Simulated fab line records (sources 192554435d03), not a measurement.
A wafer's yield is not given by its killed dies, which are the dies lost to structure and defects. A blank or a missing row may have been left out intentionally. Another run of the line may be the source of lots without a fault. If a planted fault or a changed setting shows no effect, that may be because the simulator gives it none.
fab line records ; flow n5_finfet
record: lots: 7; wafers: 21
route steps=1938 shown ZERO_LAYER@11 WELL_APT@21 PMOS_HMC_CHANNEL_EPI@63 FIN_CUT@155 SD_EPI_N@268 SD_EPI_P@301 HKMG_FIN@391
start_h: hours from the record's opening day to when the first of the lot's shown wafers began ; wait_h: hours from the lot's prior step to this one ; " same as the row above ; L1.1+2: a single row standing in for several wafers ; - value missing, or start not given ; * or withheld: withheld ; < > ~ a bound
route shown NAME@n: a module of which the file shows steps, and the number in the route of the first ; usual: mean/standard deviation taken from wafers without a fault ; same: alike in all rows ; chamber/n: place in a boat ; sites: per-site readings ; _std_site: standard deviation of those values ; _edge_site: inner sites' mean taken away from outer sites' mean ; radius_mm: how far each site lies from the wafer's centre ; mask NAME#n: copy n ; behind: the tool/chamber that last shaped the wafer ; hold: the reason the lot was held/the length of the hold in hours/how it ended ; device: names the non-switching transistor (n, p or np) ; end of line: the route-end tests of the same wafers ; step lacking rows: just its recipe ; killed: dies lost to structure and defects at the first sort, not the wafer's yield ; map: dies across one wafer; x = killed, . = not, _ = none there
set.NAME: the setting the step ran with; set.NAME@STEP: the setting that earlier step ran with ; model.NAME: the simulator's own value behind a step, which no gauge read
one table per step and one row per wafer, for lots whose settings were changed on purpose
== steps ==
step: N5_ZERO_LAYER_DEVELOP_10
recipe: develop_time_s: 60; rinse_liquid: diw; dry: air_spin; dev_temp_c: 21
lot.wafer;tool;chamber;start_h;wait_h;set.develop_time_s
L078.4;litho_track-05;0;-;-;60
L078.5+6;litho_track-05;0;-;-;68.1
L080.1;litho_track-04;0;-;-;60
L080.2+6;litho_track-04;0;-;-;71.49
L081.1+3+5;litho_track-01;0;-;-;60
L083.1+4;litho_track-01;0;-;-;60
L083.2;litho_track-01;0;-;-;49.59
L084.2+5+6;litho_track-01;0;-;-;60
L088.1+3+4;litho_track-05;0;-;-;60
L091.1+4+6;litho_track-01;0;-;-;60
step: N5_ZERO_LAYER_HARDBAKE_23
recipe: temp_c: 130; time_s: 120
step: N5_ZERO_LAYER_CD_MEAS_11
recipe: target_cd_nm: 2000; landing_energy_ev: 500; detector: se_inlens
usual: cd_nm: 2000.9/1.6
lot.wafer;tool;chamber;start_h;wait_h;set.develop_time_s@ZERO_LAYER_DEVELOP_10;cd_nm
L078.4;cd_sem-01;0;36.65;-;60;2000.6
L078.5;cd_sem-01;0;36.65;-;68.1;2002.5
L078.6;cd_sem-01;0;36.65;-;68.1;2002.3
L080.1;cd_sem-01;0;48.66;-;60;2002.0
L080.2;cd_sem-01;0;48.66;-;71.49;2008.0
L080.6;cd_sem-01;0;48.66;-;71.49;2007.2
L081.1;cd_sem-03;0;54.64;-;60;1999.0
L081.3;cd_sem-03;0;54.64;-;60;2002.4
L081.5;cd_sem-03;0;54.64;-;60;1999.7
L083.1;cd_sem-03;0;66.79;-;60;2000.9
L083.2;cd_sem-03;0;66.79;-;49.59;1994.2
L083.4;cd_sem-03;0;66.79;-;60;2002.8
L084.2;cd_sem-01;0;72.78;-;60;2002.6
L084.5;cd_sem-01;0;72.78;-;60;2004.4
L084.6;cd_sem-01;0;72.78;-;60;2002.3
L088.1;cd_sem-03;0;96.64;-;60;2001.7
L088.3;cd_sem-03;0;96.64;-;60;2000.7
L088.4;cd_sem-03;0;96.64;-;60;2000.0
L091.1;cd_sem-03;0;114.66;-;60;2002.1
L091.4;cd_sem-03;0;114.66;-;60;2001.7
L091.6;cd_sem-03;0;114.66;-;60;2001.5
step: N5_WELL_APT_COAT_02
recipe: spin_rpm: 1357; resist_thk_nm: 950
lot.wafer;tool;chamber;start_h;wait_h;set.spin_rpm;model.coat_of_WELL_APT_COAT_02.thk_nm
L078.4;litho_track-01;0;-;-;1357;952.7
L078.5;litho_track-01;0;-;-;1357;952
L078.6;litho_track-01;0;-;-;1357;954
L080.1;litho_track-03;0;-;-;1448;927.2
L080.2;litho_track-03;0;-;-;1357;951.9
L080.6;litho_track-03;0;-;-;1448;920.6
L081.1;litho_track-01;0;-;-;1419;933.6
L081.3;litho_track-01;0;-;-;1357;952.6
L081.5;litho_track-01;0;-;-;1357;951.9
L083.1;litho_track-01;0;-;-;1226;995.8
L083.2;litho_track-01;0;-;-;1226;996.6
L083.4;litho_track-01;0;-;-;1357;949.5
L084.2;litho_track-02;0;-;-;1357;948
L084.5;litho_track-02;0;-;-;1357;951
L084.6;litho_track-02;0;-;-;1357;951.9
L088.1;litho_track-01;0;-;-;1448;918.5
L088.3;litho_track-01;0;-;-;1357;946.6
L088.4;litho_track-01;0;-;-;1448;916.5
L091.1;litho_track-02;0;-;-;1357;949.3
L091.4;litho_track-02;0;-;-;1477;911.3
L091.6;litho_track-02;0;-;-;1357;949.5
step: N5_PMOS_HMC_CHANNEL_EPI_PEB_07
recipe: peb_temp_c: 110; peb_time_s: 60; resist: CAR-ArF-block
lot.wafer;tool;chamber;start_h;wait_h;set.peb_temp_c
L078.4+5+6;litho_track-05;0;41.13;0.0;110
L080.1;litho_track-05;0;52.92;0.1;108.9
L080.2+6;litho_track-05;0;52.92;0.1;110
L081.1+5;litho_track-05;0;58.88;0.1;110
L081.3;litho_track-05;0;58.88;0.1;107
L083.1+2+4;litho_track-03;0;71.38;0.1;110
L084.2+5+6;litho_track-05;0;77.63;0.0;110
L088.1+3;litho_track-05;0;101.68;0.1;113.1
L088.4;litho_track-05;0;101.68;0.1;110
L091.1;litho_track-04;0;118.84;0.1;110
L091.4+6;litho_track-04;0;118.84;0.1;111.6
step: N5_PMOS_HMC_CHANNEL_EPI_DEVELOP_08
recipe: develop_time_s: 30; developer: TMAH; resist: CAR-ArF-block; dev_temp_c: 23; rinse_liquid: diw; dry: air_spin
step: N5_PMOS_HMC_CHANNEL_EPI_CD_MEAS_09
recipe: target_cd_nm: 237.4; landing_energy_ev: 500; detector: se_inlens
usual: cd_nm: 237.4/1.1
lot.wafer;tool;chamber;start_h;wait_h;set.peb_temp_c@PMOS_HMC_CHANNEL_EPI_PEB_07;cd_nm
L078.4;cd_sem-03;0;41.20;-;110;239.9
L078.5;cd_sem-03;0;41.20;-;110;238.3
L078.6;cd_sem-03;0;41.20;-;110;238.6
L080.1;cd_sem-02;0;52.99;-;108.9;234.2
L080.2;cd_sem-02;0;52.99;-;110;238.0
L080.6;cd_sem-02;0;52.99;-;110;237.3
L081.1;cd_sem-03;0;58.95;-;110;238.7
L081.3;cd_sem-03;0;58.95;-;107;228.4
L081.5;cd_sem-03;0;58.95;-;110;237.1
L083.1;cd_sem-01;0;71.45;-;110;237.0
L083.2;cd_sem-01;0;71.45;-;110;236.2
L083.4;cd_sem-01;0;71.45;-;110;237.1
L084.2;cd_sem-03;0;77.70;-;110;236.6
L084.5;cd_sem-03;0;77.70;-;110;236.2
L084.6;cd_sem-03;0;77.70;-;110;237.3
L088.1;cd_sem-02;0;101.74;-;113.1;246.3
L088.3;cd_sem-02;0;101.74;-;113.1;245.8
L088.4;cd_sem-02;0;101.74;-;110;237.1
L091.1;cd_sem-01;0;118.90;-;110;238.1
L091.4;cd_sem-01;0;118.90;-;111.6;244.2
L091.6;cd_sem-01;0;118.90;-;111.6;243.2
step: N5_PMOS_HMC_CHANNEL_EPI_DESCUM_14
recipe: chemistry: O2; time_s: 7.9; source_power_w: 50; bias_power_w: 20; pressure_mtorr: 20; rf_frequency_hz: 2.712e+07; temp_c: 40; resist: CAR-ArF-block; o2_flow_sccm: 225
lot.wafer;tool;chamber;start_h;wait_h;set.time_s;set.peb_temp_c@PMOS_HMC_CHANNEL_EPI_PEB_07;model.PMOS_HMC_CHANNEL_EPI.cd_nm
L078.4;rie_diel-06;0;41.28;0.0;7.9;110;240
L078.5;rie_diel-06;0;41.28;0.0;7.9;110;238.1
L078.6;rie_diel-06;3;41.28;0.0;7.9;110;238.4
L080.1;rie_diel-04;3;53.07;0.0;7.9;108.9;234.1
L080.2;rie_diel-04;2;53.07;0.0;7.9;110;237.8
L080.6;rie_diel-04;2;53.07;0.0;7.9;110;237.3
L081.1;rie_diel-04;0;59.03;0.0;9.105;110;238.7
L081.3;rie_diel-04;2;59.03;0.0;9.105;107;228.7
L081.5;rie_diel-04;3;59.03;0.0;7.9;110;237.1
L083.1;rie_diel-06;2;71.54;0.0;7.9;110;237.1
L083.2;rie_diel-06;1;71.54;0.0;7.165;110;236.5
L083.4;rie_diel-06;3;71.54;0.0;7.9;110;236.9
L084.2;rie_diel-04;3;78.05;0.3;7.9;110;236.3
L084.5;rie_diel-04;0;78.05;0.3;7.9;110;236.6
L084.6;rie_diel-04;1;78.05;0.3;7.9;110;237.1
L088.1;rie_diel-04;3;101.94;0.1;6.529;113.1;245.7
L088.3;rie_diel-04;0;101.94;0.1;7.9;113.1;246
L088.4;rie_diel-04;2;101.94;0.1;7.9;110;237.1
L091.1;rie_diel-06;0;118.99;0.0;7.9;110;238.4
L091.4;rie_diel-06;1;118.99;0.0;7.9;111.6;244.2
L091.6;rie_diel-06;1;118.99;0.0;6.175;111.6;243.5
step: N5_PMOS_HMC_CHANNEL_EPI_ETCH_32
recipe: chemistry: N2/H2; target: BARC; stop_on: SiO2; target_depth_a: 858; over_etch_frac: 0.3; time_s: 50.3; ion_energy_ev: 200; mask_material: CAR-ArF-block; pressure_mtorr: 30; source_w: 840; bias_w: 150; n2_flow_sccm: 200; h2_flow_sccm: 200
lot.wafer;tool;chamber;start_h;wait_h;set.peb_temp_c@PMOS_HMC_CHANNEL_EPI_PEB_07;model.PMOS_HMC_CHANNEL_EPI.cd_nm
L078.4;rie_diel-06;0;41.32;0.0;110;242.9
L078.5;rie_diel-06;0;41.32;0.0;110;241.2
L078.6;rie_diel-06;3;41.32;0.0;110;240.7
L080.1;rie_diel-04;3;53.11;0.0;108.9;237.9
L080.2;rie_diel-04;2;53.11;0.0;110;240.9
L080.6;rie_diel-04;2;53.11;0.0;110;240.3
L081.1;rie_diel-04;0;59.07;0.0;110;241
L081.3;rie_diel-04;2;59.07;0.0;107;231.3
L081.5;rie_diel-04;3;59.07;0.0;110;240
L083.1;rie_diel-06;2;71.57;0.0;110;240.6
L083.2;rie_diel-06;1;71.57;0.0;110;238.8
L083.4;rie_diel-06;3;71.57;0.0;110;239
L084.2;rie_diel-04;3;78.08;0.0;110;239.1
L084.5;rie_diel-04;0;78.08;0.0;110;238.6
L084.6;rie_diel-04;1;78.08;0.0;110;239.8
L088.1;rie_diel-04;3;101.97;0.0;113.1;248.3
L088.3;rie_diel-04;0;101.97;0.0;113.1;248
L088.4;rie_diel-04;2;101.97;0.0;110;239.5
L091.1;rie_diel-06;0;119.03;0.0;110;241.1
L091.4;rie_diel-06;1;119.03;0.0;111.6;246.5
L091.6;rie_diel-06;1;119.03;0.0;111.6;245.6
step: N5_FIN_CUT_COAT_19
recipe: resist: SiARC; temp_c: 220; time_s: 60; spin_rpm: 1500; resist_thk_nm: 20
lot.wafer;tool;chamber;start_h;wait_h;set.spin_rpm;model.SiARC_of_FIN_CUT_COAT_19.thk_nm
L078.4+5+6;litho_track-04;0;-;-;1500;20
L080.1+2+6;litho_track-03;0;-;-;1500;20
L081.1;litho_track-02;0;-;-;1500;20
L081.3+5;litho_track-02;0;-;-;1500;19.8
L083.1+4;litho_track-02;0;-;-;1580;19.4
L083.2;litho_track-02;0;-;-;1500;19.8
L084.2+5+6;litho_track-04;0;-;-;1500;20
L088.1+3;litho_track-04;0;-;-;1554;19.6
L088.4;litho_track-04;0;-;-;1500;20
L091.1+4+6;litho_track-04;0;-;-;1500;20
step: N5_FIN_CUT_COAT_29
recipe: resist: underlayer; temp_c: 205; time_s: 60; spin_rpm: 1500; resist_thk_nm: 10
step: N5_FIN_CUT_COAT_02
recipe: resist: CAR-EUV; spin_rpm: 1500; resist_thk_nm: 30
step: N5_FIN_CUT_DESCUM_13
recipe: chemistry: O2; time_s: 7; source_power_w: 50; bias_power_w: 20; pressure_mtorr: 20; rf_frequency_hz: 2.712e+07; temp_c: 40; resist: CAR-EUV; o2_flow_sccm: 225
step: N5_FIN_CUT_ETCH_30
recipe: chemistry: N2/H2; target: underlayer; target_depth_a: 130; mask_material: CAR-EUV; time_s: 10.4; ion_energy_ev: 200; pressure_mtorr: 30; source_w: 840; bias_w: 150; n2_flow_sccm: 200; h2_flow_sccm: 200; ends: cleared
step: N5_FIN_CUT_ETCH_20
recipe: chemistry: CF4; target: SiARC; target_depth_a: 260; mask_material: CAR-EUV; time_s: 43.3; ion_energy_ev: 80; pressure_mtorr: 40; source_w: 545; bias_w: 36; Ar_flow_sccm: 100; cf4_flow_sccm: 100; ends: cleared
lot.wafer;tool;chamber;start_h;wait_h;set.spin_rpm@FIN_CUT_COAT_19;model.etch.depth_nm
L078.4;rie_diel-04;2;50.86;0.0;1500;20
L078.5;rie_diel-04;2;50.86;0.0;1500;20.01
L078.6;rie_diel-04;1;50.86;0.0;1500;20.06
L080.1;rie_diel-06;0;67.60;0.0;1500;19.95
L080.2;rie_diel-06;2;67.60;0.0;1500;19.96
L080.6;rie_diel-06;1;67.60;0.0;1500;19.94
L081.1;rie_diel-06;3;69.84;0.0;1500;19.94
L081.3;rie_diel-06;1;69.84;0.0;1500;19.89
L081.5;rie_diel-06;3;69.84;0.0;1500;19.86
L083.1;rie_diel-03;2;81.87;0.0;1580;19.43
L083.2;rie_diel-03;1;81.87;0.0;1500;19.9
L083.4;rie_diel-03;3;81.87;0.0;1580;19.46
L084.2;rie_diel-04;3;87.41;0.0;1500;20
L084.5;rie_diel-04;2;87.41;0.0;1500;20.02
L084.6;rie_diel-04;1;87.41;0.0;1500;20.07
L088.1;rie_diel-04;1;111.74;0.0;1554;19.7
L088.3;rie_diel-04;3;111.74;0.0;1554;19.68
L088.4;rie_diel-04;2;111.74;0.0;1500;20.03
L091.1+6;rie_diel-04;0,3;129.63;0.0;1500;19.94
L091.4;rie_diel-04;1;129.63;0.0;1500;19.95
step: N5_SD_EPI_N_PEB_07
recipe: peb_temp_c: 110; peb_time_s: 60; resist: CAR-ArF-block
lot.wafer;tool;chamber;start_h;wait_h;set.peb_temp_c
L078.4;litho_track-03;0;72.70;0.0;108.8
L078.5+6;litho_track-03;0;72.70;0.0;110
L080.1+2+6;litho_track-02;0;89.52;0.1;110
L081.1+3;litho_track-02;0;92.43;0.1;111.1
L081.5;litho_track-02;0;92.43;0.1;110
L083.1+4;litho_track-03;0;105.58;0.1;110
L083.2;litho_track-03;0;105.58;0.1;108.2
L084.2+5+6;litho_track-01;0;110.82;0.0;110
L088.1+3+4;litho_track-03;0;134.26;0.1;111.8
L091.1+4;litho_track-01;0;151.89;0.1;109
L091.6;litho_track-01;0;151.89;0.1;110
step: N5_SD_EPI_N_DEVELOP_08
recipe: develop_time_s: 30; developer: TMAH; resist: CAR-ArF-block; dev_temp_c: 23; rinse_liquid: diw; dry: air_spin
step: N5_SD_EPI_N_CD_MEAS_09
recipe: target_cd_nm: 120; landing_energy_ev: 500; detector: se_inlens
usual: cd_nm: 120.0/0.67
lot.wafer;tool;chamber;start_h;wait_h;set.peb_temp_c@SD_EPI_N_PEB_07;cd_nm
L078.4;cd_sem-03;0;72.77;-;108.8;116.6
L078.5;cd_sem-03;0;72.77;-;110;120.1
L078.6;cd_sem-03;0;72.77;-;110;118.9
L080.1;cd_sem-03;0;89.58;-;110;120.9
L080.2;cd_sem-03;0;89.58;-;110;120.0
L080.6;cd_sem-03;0;89.58;-;110;120.4
L081.1;cd_sem-03;0;92.50;-;111.1;122.4
L081.3;cd_sem-03;0;92.50;-;111.1;122.8
L081.5;cd_sem-03;0;92.50;-;110;119.3
L083.1;cd_sem-03;0;105.65;-;110;120.5
L083.2;cd_sem-03;0;105.65;-;108.2;115.8
L083.4;cd_sem-03;0;105.65;-;110;120.2
L084.2;cd_sem-03;0;110.89;-;110;120.0
L084.5;cd_sem-03;0;110.89;-;110;119.6
L084.6;cd_sem-03;0;110.89;-;110;120.5
L088.1;cd_sem-01;0;134.33;-;111.8;124.2
L088.3;cd_sem-01;0;134.33;-;111.8;124.8
L088.4;cd_sem-01;0;134.33;-;111.8;125.1
L091.1;cd_sem-01;0;151.95;-;109;117.2
L091.4;cd_sem-01;0;151.95;-;109;117.1
L091.6;cd_sem-01;0;151.95;-;110;120.3
step: N5_SD_EPI_N_DESCUM_14
recipe: chemistry: O2; time_s: 7.9; source_power_w: 50; bias_power_w: 20; pressure_mtorr: 20; rf_frequency_hz: 2.712e+07; temp_c: 40; resist: CAR-ArF-block; o2_flow_sccm: 225
lot.wafer;tool;chamber;start_h;wait_h;set.peb_temp_c@SD_EPI_N_PEB_07;model.SD_EPI_N.cd_nm
L078.4;rie_diel-01;1;72.86;0.0;108.8;116.2
L078.5;rie_diel-01;2;72.86;0.0;110;119.8
L078.6;rie_diel-01;3;72.86;0.0;110;118.8
L080.1;rie_diel-05;0;89.67;0.0;110;121
L080.2;rie_diel-05;2;89.67;0.0;110;120
L080.6;rie_diel-05;2;89.67;0.0;110;120.6
L081.1;rie_diel-02;0;92.59;0.0;111.1;122.4
L081.3;rie_diel-02;2;92.59;0.0;111.1;123.2
L081.5;rie_diel-02;2;92.59;0.0;110;-
L083.1;rie_diel-05;0;105.74;0.0;110;120.4
L083.2;rie_diel-05;1;105.74;0.0;108.2;116
L083.4;rie_diel-05;2;105.74;0.0;110;120.6
L084.2+6;rie_diel-05;0;110.97;0.0;110;120
L084.5;rie_diel-05;1;110.97;0.0;110;119.4
L088.1;rie_diel-05;3;134.75;0.4;111.8;124.6
L088.3;rie_diel-05;1;134.75;0.4;111.8;124.8
L088.4;rie_diel-05;2;134.75;0.4;111.8;125.4
L091.1;rie_diel-01;3;152.04;0.0;109;117
L091.4;rie_diel-01;2;152.04;0.0;109;117.2
L091.6;rie_diel-01;0;152.04;0.0;110;120
step: N5_SD_EPI_N_ETCH_34
recipe: chemistry: CF4; target: SiARC; target_depth_a: 455; mask_material: CAR-ArF-block; time_s: 75.8; ion_energy_ev: 80; pressure_mtorr: 40; source_w: 545; bias_w: 36; Ar_flow_sccm: 100; cf4_flow_sccm: 100; ends: cleared
lot.wafer;tool;chamber;start_h;wait_h;set.peb_temp_c@SD_EPI_N_PEB_07;model.SD_EPI_N.cd_nm
L078.4;rie_diel-01;1;72.89;0.0;108.8;116.8
L078.5;rie_diel-01;2;72.89;0.0;110;120.2
L078.6;rie_diel-01;3;72.89;0.0;110;119.2
L080.1;rie_diel-05;0;89.71;0.0;110;121.2
L080.2;rie_diel-05;2;89.71;0.0;110;120.2
L080.6;rie_diel-05;2;89.71;0.0;110;120.6
L081.1;rie_diel-02;0;92.62;0.0;111.1;122.6
L081.3;rie_diel-02;2;92.62;0.0;111.1;123.4
L081.5;rie_diel-02;2;92.62;0.0;110;119.8
L083.1;rie_diel-05;0;105.77;0.0;110;120.4
L083.2;rie_diel-05;1;105.77;0.0;108.2;116
L083.4;rie_diel-05;2;105.77;0.0;110;120.6
L084.2;rie_diel-05;0;111.01;0.0;110;120
L084.5;rie_diel-05;1;111.01;0.0;110;119.4
L084.6;rie_diel-05;0;111.01;0.0;110;120.2
L088.1;rie_diel-05;3;134.79;0.0;111.8;124.6
L088.3;rie_diel-05;1;134.79;0.0;111.8;124.8
L088.4;rie_diel-05;2;134.79;0.0;111.8;125.4
L091.1;rie_diel-01;3;152.08;0.0;109;117.2
L091.4;rie_diel-01;2;152.08;0.0;109;117.4
L091.6;rie_diel-01;0;152.08;0.0;110;120
step: N5_SD_EPI_P_PEB_07
recipe: peb_temp_c: 110; peb_time_s: 60; resist: CAR-ArF-block
lot.wafer;tool;chamber;start_h;wait_h;set.peb_time_s
L078.4+6;litho_track-04;0;77.14;0.0;60
L078.5;litho_track-04;0;77.14;0.0;56.33
L080.1;litho_track-05;0;93.94;0.1;60
L080.2+6;litho_track-05;0;93.94;0.1;64.6
L081.1+3;litho_track-03;0;97.12;0.1;60
L081.5;litho_track-03;0;97.12;0.1;53.08
L083.1+2+4;litho_track-05;0;110.21;0.1;60
L084.2+5+6;litho_track-04;0;115.25;0.0;60
L088.1;litho_track-03;0;139.10;0.1;60
L088.3+4;litho_track-03;0;139.10;0.1;71.31
L091.1;litho_track-05;0;156.93;0.1;60
L091.4+6;litho_track-05;0;156.93;0.1;67.35
step: N5_SD_EPI_P_DEVELOP_08
recipe: develop_time_s: 30; developer: TMAH; resist: CAR-ArF-block; dev_temp_c: 23; rinse_liquid: diw; dry: air_spin
step: N5_SD_EPI_P_CD_MEAS_09
recipe: target_cd_nm: 240; landing_energy_ev: 500; detector: se_inlens
usual: cd_nm: 240.1/0.78
lot.wafer;tool;chamber;start_h;wait_h;set.peb_time_s@SD_EPI_P_PEB_07;cd_nm
L078.4;cd_sem-01;0;77.20;-;60;240.4
L078.5;cd_sem-01;0;77.20;-;56.33;239.1
L078.6;cd_sem-01;0;77.20;-;60;241.2
L080.1;cd_sem-03;0;94.01;-;60;240.4
L080.2;cd_sem-03;0;94.01;-;64.6;243.6
L080.6;cd_sem-03;0;94.01;-;64.6;242.3
L081.1;cd_sem-02;0;97.18;-;60;239.0
L081.3;cd_sem-02;0;97.18;-;60;240.3
L081.5;cd_sem-02;0;97.18;-;53.08;235.2
L083.1;cd_sem-02;0;110.28;-;60;241.1
L083.2;cd_sem-02;0;110.28;-;60;241.8
L083.4;cd_sem-02;0;110.28;-;60;240.9
L084.2;cd_sem-03;0;115.32;-;60;240.2
L084.5;cd_sem-03;0;115.32;-;60;239.9
L084.6;cd_sem-03;0;115.32;-;60;240.2
L088.1;cd_sem-01;0;139.17;-;60;240.0
L088.3;cd_sem-01;0;139.17;-;71.31;245.5
L088.4;cd_sem-01;0;139.17;-;71.31;245.3
L091.1;cd_sem-01;0;157.00;-;60;239.5
L091.4;cd_sem-01;0;157.00;-;67.35;245.1
L091.6;cd_sem-01;0;157.00;-;67.35;244.0
step: N5_SD_EPI_P_DESCUM_14
recipe: chemistry: O2; time_s: 7.9; source_power_w: 50; bias_power_w: 20; pressure_mtorr: 20; rf_frequency_hz: 2.712e+07; temp_c: 40; resist: CAR-ArF-block; o2_flow_sccm: 225
lot.wafer;tool;chamber;start_h;wait_h;set.peb_time_s@SD_EPI_P_PEB_07;model.SD_EPI_P.cd_nm
L078.4;rie_diel-06;1;77.29;0.0;60;240.8
L078.5;rie_diel-06;3;77.29;0.0;56.33;239
L078.6;rie_diel-06;0;77.29;0.0;60;240.6
L080.1;rie_diel-06;1;94.29;0.2;60;240.4
L080.2;rie_diel-06;3;94.29;0.2;64.6;243.2
L080.6;rie_diel-06;3;94.29;0.2;64.6;242.6
L081.1;rie_diel-03;3;97.27;0.0;60;239.2
L081.3;rie_diel-03;0;97.27;0.0;60;240.4
L081.5;rie_diel-03;0;97.27;0.0;53.08;235.2
L083.1;rie_diel-03;3;110.36;0.0;60;241
L083.2;rie_diel-03;0;110.36;0.0;60;241.6
L083.4;rie_diel-03;1;110.36;0.0;60;240.8
L084.2;rie_diel-04;3;115.42;0.0;60;240
L084.5+6;rie_diel-04;0,1;115.42;0.0;60;240.2
L088.1;rie_diel-04;1;139.58;0.4;60;240
L088.3;rie_diel-04;2;139.58;0.4;71.31;245.2
L088.4;rie_diel-04;3;139.58;0.4;71.31;245
L091.1;rie_diel-03;0;157.90;0.9;60;239.6
L091.4;rie_diel-03;1;157.90;0.9;67.35;244.8
L091.6;rie_diel-03;3;157.90;0.9;67.35;243.6
step: N5_SD_EPI_P_ETCH_36
recipe: chemistry: CF4; target: SiARC; target_depth_a: 455; mask_material: CAR-ArF-block; time_s: 75.8; ion_energy_ev: 80; pressure_mtorr: 40; source_w: 545; bias_w: 36; Ar_flow_sccm: 100; cf4_flow_sccm: 100; ends: cleared
lot.wafer;tool;chamber;start_h;wait_h;set.peb_time_s@SD_EPI_P_PEB_07;model.SD_EPI_P.cd_nm
L078.4+6;rie_diel-06;1,0;77.32;0.0;60;241
L078.5;rie_diel-06;3;77.32;0.0;56.33;239.2
L080.1;rie_diel-06;1;94.33;0.0;60;240.4
L080.2;rie_diel-06;3;94.33;0.0;64.6;243.4
L080.6;rie_diel-06;3;94.33;0.0;64.6;242.6
L081.1;rie_diel-03;3;97.31;0.0;60;239
L081.3;rie_diel-03;0;97.31;0.0;60;240
L081.5;rie_diel-03;0;97.31;0.0;53.08;234.8
L083.1+4;rie_diel-03;3,1;110.40;0.0;60;241
L083.2;rie_diel-03;0;110.40;0.0;60;241.2
L084.2+5;rie_diel-04;3,0;115.45;0.0;60;240.2
L084.6;rie_diel-04;1;115.45;0.0;60;240.4
L088.1;rie_diel-04;1;139.62;0.0;60;240.2
L088.3;rie_diel-04;2;139.62;0.0;71.31;245.2
L088.4;rie_diel-04;3;139.62;0.0;71.31;245.4
L091.1;rie_diel-03;0;157.94;0.0;60;239.2
L091.4;rie_diel-03;1;157.94;0.0;67.35;245.4
L091.6;rie_diel-03;3;157.94;0.0;67.35;243.8
step: N5_HKMG_FIN_COAT_42
recipe: resist: SiARC; temp_c: 220; time_s: 60; spin_rpm: 1500; resist_thk_nm: 35
lot.wafer;tool;chamber;start_h;wait_h;set.spin_rpm;model.SiARC_of_HKMG_FIN_COAT_42.thk_nm
L078.4+5+6;litho_track-04;0;-;-;1420;36
L080.1;litho_track-04;0;-;-;1651;33.4
L080.2+6;litho_track-04;0;-;-;1500;35.2
L081.1+3;litho_track-04;0;-;-;1500;35
L081.5;litho_track-04;0;-;-;1395;36.4
L083.1;litho_track-04;0;-;-;1500;35.4
L083.2+4;litho_track-04;0;-;-;1500;35.2
L084.2+5;litho_track-04;0;-;-;1500;35
L084.6;litho_track-04;0;-;-;1500;35.2
L088.1;litho_track-02;0;-;-;1362;36.6
L088.3;litho_track-02;0;-;-;1362;36.8
L088.4;litho_track-02;0;-;-;1500;35
L091.1+4+6;litho_track-02;0;-;-;1500;35
== key ==
split: step: N5_ZERO_LAYER_DEVELOP_10; setting: develop_time_s; stated: 60; by: wafer
response: step: N5_ZERO_LAYER_CD_MEAS_11; reading: cd_nm; change: +0.312; per: 1%; r: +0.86
split: step: N5_WELL_APT_COAT_02; setting: spin_rpm; stated: 1357; by: wafer
response: step: N5_WELL_APT_COAT_02; reading: model.coat_of_WELL_APT_COAT_02.thk_nm; change: -4.45; per: 1%; r: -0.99
split: step: N5_PMOS_HMC_CHANNEL_EPI_PEB_07; setting: peb_temp_c; stated: 110; by: wafer
response: step: N5_PMOS_HMC_CHANNEL_EPI_CD_MEAS_09; reading: cd_nm; change: +3.41; per: 1%; r: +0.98
response: step: N5_PMOS_HMC_CHANNEL_EPI_DESCUM_14; reading: model.PMOS_HMC_CHANNEL_EPI.cd_nm; change: +3.31; per: 1%; r: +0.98
response: step: N5_PMOS_HMC_CHANNEL_EPI_ETCH_32; reading: model.PMOS_HMC_CHANNEL_EPI.cd_nm; change: +3.21; per: 1%; r: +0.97
split: step: N5_PMOS_HMC_CHANNEL_EPI_DESCUM_14; setting: time_s; stated: 7.9; by: wafer
response none clear
split: step: N5_FIN_CUT_COAT_19; setting: spin_rpm; stated: 1500; by: wafer
response: step: N5_FIN_CUT_COAT_19; reading: model.SiARC_of_FIN_CUT_COAT_19.thk_nm; change: -0.0863; per: 1%; r: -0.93
response: step: N5_FIN_CUT_ETCH_20; reading: model.etch.depth_nm; change: -0.0874; per: 1%; r: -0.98
split: step: N5_SD_EPI_N_PEB_07; setting: peb_temp_c; stated: 110; by: wafer
response: step: N5_SD_EPI_N_CD_MEAS_09; reading: cd_nm; change: +2.94; per: 1%; r: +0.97
response: step: N5_SD_EPI_N_DESCUM_14; reading: model.SD_EPI_N.cd_nm; change: +2.85; per: 1%; r: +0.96
response: step: N5_SD_EPI_N_ETCH_34; reading: model.SD_EPI_N.cd_nm; change: +2.84; per: 1%; r: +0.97
split: step: N5_SD_EPI_P_PEB_07; setting: peb_time_s; stated: 60; by: wafer
response: step: N5_SD_EPI_P_CD_MEAS_09; reading: cd_nm; change: +0.333; per: 1%; r: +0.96
response: step: N5_SD_EPI_P_DESCUM_14; reading: model.SD_EPI_P.cd_nm; change: +0.32; per: 1%; r: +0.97
response: step: N5_SD_EPI_P_ETCH_36; reading: model.SD_EPI_P.cd_nm; change: +0.337; per: 1%; r: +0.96
split: step: N5_HKMG_FIN_COAT_42; setting: spin_rpm; stated: 1500; by: wafer
response: step: N5_HKMG_FIN_COAT_42; reading: model.SiARC_of_HKMG_FIN_COAT_42.thk_nm; change: -0.185; per: 1%; r: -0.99
